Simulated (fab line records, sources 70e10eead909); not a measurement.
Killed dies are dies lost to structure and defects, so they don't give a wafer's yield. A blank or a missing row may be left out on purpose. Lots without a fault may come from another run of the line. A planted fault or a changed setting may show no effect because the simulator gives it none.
Chamber matching | flow nand_harc | NHARC_A_STAIRCASE_DEP_151 on pecvd-04: 3 sister chambers
The step deposits SiO2, target thk 3800 nm. 16 wafers are shown with their chamber, then 8 later ones without.

WAFERS WITH THEIR CHAMBER
wafer  | chamber | heater_power_w (W) | mfc_precursor_sccm (sccm)
L076.1 | 1       | 582                | 200.7
L076.2 | 0       | 706                | 199.5
L076.6 | 2       | 649                | 199.5
L079.1 | 1       | 533                | 200.2
L079.3 | 0       | 772                | 199.8
L079.4 | 1       | 506                | 200.5
L080.3 | 1       | 572                | 200.3
L080.4 | 1       | 512                | 200.4
L080.6 | 2       | 678                | 199.2
L089.2 | 1       | 594                | 199.0
L089.4 | 2       | 665                | 199.6
L089.6 | 1       | 507                | 200.8
L087.2 | 2       | 828                | 199.2
L087.4 | 2       | 647                | 199.3
L087.5 | 1       | 503                | 199.5
L088.1 | 0       | 785                | 199.2

SIGNATURES (means of the wafers above)
reading            | chamber 0 | chamber 1 | chamber 2 | scatter within a chamber
heater_power_w     | 754.33    | 538.62    | 693.40    | 53.4
mfc_precursor_sccm | 199.500   | 200.175   | 199.360   | 0.479
Rule: a wafer's distance from a chamber is the root of the sum, over the readings, of the square of ((its reading less the chamber's mean) divided by the reading's scatter). The wafer belongs to the nearest chamber; if the next one is less than 2 further off, it can't be placed. The scatter: the root of (the sum of the squares of (reading less its chamber's mean) over the shown wafers, divided by (wafers less chambers)).

WAFERS WITHOUT THEIR CHAMBER
wafer  | heater_power_w (W) | mfc_precursor_sccm (sccm)
L088.2 | 804                | 199.8
L088.5 | 663                | 199.6
L093.3 | 571                | 200.7
L093.4 | 636                | 200.0
L093.6 | 494                | 199.8
L097.2 | 604                | 199.5
L097.4 | 666                | 200.4
L097.6 | 493                | 200.6

WHICH CHAMBER EACH WENT THROUGH
wafer  | from the rows above          | in truth
L088.2 | can't be placed: 0 or 2      | 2
L088.5 | can't be placed: 2 or 0 or 1 | 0
L093.3 | 1                            | 1
L093.4 | can't be placed: 2 or 1 or 0 | 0
L093.6 | 1                            | 1
L097.2 | can't be placed: 2 or 1 or 0 | 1
L097.4 | can't be placed: 2 or 1 or 0 | 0
L097.6 | 1                            | 1
Placed correctly: 3 of 8. Can't be placed from these rows: 5 (the true chamber is among the candidates in 5). Placed wrongly: 0.
